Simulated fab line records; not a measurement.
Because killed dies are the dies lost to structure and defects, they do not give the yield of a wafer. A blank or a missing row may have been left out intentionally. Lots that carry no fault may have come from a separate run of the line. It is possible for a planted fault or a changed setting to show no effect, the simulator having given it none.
Chamber matching + flow n5Finfet + N5_BEOL_M13_ETCH_67 on rieDiel-04: 4 sister chambers
The step etches SiARC in CF4, target depth 143 nm, time 238.3 s. 14 wafers are shown with their chamber, then 7 later ones without.

== EACH WAFER AND ITS CHAMBER ==
| wafer  | chamber | drypumpMotorCurrentA (A) | showerheadPlenumPTorr (Torr) | etchRfOnTimeS (s) |
|--------|---------|--------------------------|------------------------------|-------------------|
| L074.1 | 0       | 5.8                      | 2.10                         | 234               |
| L074.4 | 2       | 5.2                      | 2.22                         | 251               |
| L074.6 | 2       | 5.2                      | 2.22                         | 250               |
| L082.1 | 3       | 5.6                      | 2.09                         | 230               |
| L082.3 | 2       | 5.3                      | 2.20                         | 247               |
| L082.4 | 1       | 6.3                      | 2.27                         | 229               |
| L085.1 | 2       | 5.2                      | 2.20                         | 249               |
| L085.4 | 0       | 5.8                      | 2.09                         | 236               |
| L085.6 | 3       | 5.6                      | 2.08                         | 228               |
| L095.2 | 3       | 5.6                      | 2.08                         | 229               |
| L095.5 | 0       | 5.8                      | 2.08                         | 236               |
| L095.6 | 1       | 6.3                      | 2.27                         | 230               |
| L093.2 | 1       | 6.3                      | 2.27                         | 228               |
| L093.4 | 2       | 5.2                      | 2.20                         | 248               |

SIGNATURES (means of the wafers above)
| reading               | chamber 0 | chamber 1 | chamber 2 | chamber 3 | scatter within a chamber |
|-----------------------|-----------|-----------|-----------|-----------|--------------------------|
| drypumpMotorCurrentA  | 5.800     | 6.300     | 5.220     | 5.600     | 0.0283                   |
| showerheadPlenumPTorr | 2.0900    | 2.2700    | 2.2080    | 2.0833    | 0.00864                  |
| etchRfOnTimeS         | 235.33    | 229.00    | 249.00    | 229.00    | 1.29                     |
Rule: for each reading, subtract the chamber's mean from the wafer's reading, divide by that reading's scatter and square the result; add these up over the readings and take the root, which gives the wafer's distance from the chamber. If the next closest chamber is less than 2 further off than the closest, the wafer can't be placed; otherwise it belongs to the closest. The scatter: take each reading less its chamber's mean, square it, sum over the shown wafers, divide by the number of wafers less the number of chambers, and take the root.

== WAFERS MISSING THEIR CHAMBER ==
| wafer  | drypumpMotorCurrentA (A) | showerheadPlenumPTorr (Torr) | etchRfOnTimeS (s) |
|--------|--------------------------|------------------------------|-------------------|
| L093.6 | 5.7                      | 2.08                         | 235               |
| L096.2 | 6.3                      | 2.27                         | 232               |
| L096.5 | 6.3                      | 2.27                         | 231               |
| L096.6 | 5.8                      | 2.08                         | 237               |
| L097.1 | 5.2                      | 2.19                         | 250               |
| L097.5 | 6.3                      | 2.27                         | 231               |
| L097.6 | 5.8                      | 2.08                         | 236               |

== WHICH CHAMBER EACH WENT THROUGH ==
| wafer  | from the rows above | in truth |
|--------|---------------------|----------|
| L093.6 | 0                   | 0        |
| L096.2 | 1                   | 1        |
| L096.5 | 1                   | 1        |
| L096.6 | 0                   | 0        |
| L097.1 | 2                   | 2        |
| L097.5 | 1                   | 1        |
| L097.6 | 0                   | 0        |
Correctly placed: 7 of 7. Number that these rows cannot place: 0. Number placed wrongly: 0.
